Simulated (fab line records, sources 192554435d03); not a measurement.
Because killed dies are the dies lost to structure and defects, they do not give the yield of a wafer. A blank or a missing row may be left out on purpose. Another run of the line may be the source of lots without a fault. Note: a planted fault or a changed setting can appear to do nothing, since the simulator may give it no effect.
Chamber matching :: flow n5-finfet :: 3 sister chambers for N5_FIN_SAQP_MANDREL2_REMOVE_60 on rie-si-03
The step chemistry HBr/Cl2/O2, target a-Si, stops on SiNx, bt time 10 s. 14 wafers are shown with their chamber, then 4 later ones without.

EACH WAFER AND ITS CHAMBER
wafer: L077.1
chamber: 0
throttle-valve-pct (%): 36.3
drypump-motor-current-A (A): 5.6
oes-product-au (a.u.): 1.002

wafer: L077.3
chamber: 1
throttle-valve-pct (%): 36.9
drypump-motor-current-A (A): 5.8
oes-product-au (a.u.): 0.981

wafer: L077.5
chamber: 3
throttle-valve-pct (%): 36.0
drypump-motor-current-A (A): 6.6
oes-product-au (a.u.): 0.976

wafer: L080.1
chamber: 1
throttle-valve-pct (%): 36.9
drypump-motor-current-A (A): 5.8
oes-product-au (a.u.): 0.981

wafer: L080.2
chamber: 0
throttle-valve-pct (%): 36.4
drypump-motor-current-A (A): 5.7
oes-product-au (a.u.): 1.000

wafer: L080.6
chamber: 1
throttle-valve-pct (%): 36.9
drypump-motor-current-A (A): 5.8
oes-product-au (a.u.): 0.976

wafer: L082.2
chamber: 0
throttle-valve-pct (%): 36.4
drypump-motor-current-A (A): 5.6
oes-product-au (a.u.): 1.004

wafer: L082.4
chamber: 1
throttle-valve-pct (%): 36.9
drypump-motor-current-A (A): 5.8
oes-product-au (a.u.): 0.971

wafer: L082.6
chamber: 3
throttle-valve-pct (%): 36.0
drypump-motor-current-A (A): 6.6
oes-product-au (a.u.): 0.964

wafer: L086.1
chamber: 0
throttle-valve-pct (%): 36.4
drypump-motor-current-A (A): 5.6
oes-product-au (a.u.): 1.009

wafer: L086.2
chamber: 3
throttle-valve-pct (%): 36.0
drypump-motor-current-A (A): 6.5
oes-product-au (a.u.): 0.982

wafer: L086.5
chamber: 0
throttle-valve-pct (%): 36.3
drypump-motor-current-A (A): 5.6
oes-product-au (a.u.): 0.998

wafer: L091.2
chamber: 0
throttle-valve-pct (%): 36.4
drypump-motor-current-A (A): 5.6
oes-product-au (a.u.): 1.022

wafer: L091.4
chamber: 3
throttle-valve-pct (%): 36.0
drypump-motor-current-A (A): 6.6
oes-product-au (a.u.): 0.974

SIGNATURES, as means of the wafers listed above
reading: throttle-valve-pct
chamber 0: 36.367
chamber 1: 36.900
chamber 3: 36.000
scatter within a chamber: 0.0348

reading: drypump-motor-current-A
chamber 0: 5.617
chamber 1: 5.800
chamber 3: 6.575
scatter within a chamber: 0.0379

reading: oes-product-au
chamber 0: 1.00583
chamber 1: 0.97725
chamber 3: 0.97400
scatter within a chamber: 0.00752
Rule: distance of a wafer from a chamber = root of the sum over the readings of ((wafer's reading minus chamber's mean) / reading's scatter) squared. The wafer belongs to the nearest chamber; if the next one is less than 2 further off, it can't be placed. The scatter: take each reading less its chamber's mean, square it, sum over the shown wafers, divide by the number of wafers less the number of chambers, and take the root.

WAFERS WITHOUT THEIR CHAMBER
wafer: L091.6
throttle-valve-pct (%): 36.4
drypump-motor-current-A (A): 5.7
oes-product-au (a.u.): 1.030

wafer: L095.5
throttle-valve-pct (%): 36.9
drypump-motor-current-A (A): 5.8
oes-product-au (a.u.): 0.984

wafer: L096.1
throttle-valve-pct (%): 36.0
drypump-motor-current-A (A): 6.6
oes-product-au (a.u.): 0.987

wafer: L096.3
throttle-valve-pct (%): 36.9
drypump-motor-current-A (A): 5.8
oes-product-au (a.u.): 0.988

WHICH CHAMBER EACH WENT THROUGH
wafer: L091.6
from the rows above: 0
in truth: 0

wafer: L095.5
from the rows above: 1
in truth: 1

wafer: L096.1
from the rows above: 3
in truth: 3

wafer: L096.3
from the rows above: 1
in truth: 1
Correctly placed: 4 of 4. Not placeable from these rows: 0. 0 placed wrongly.
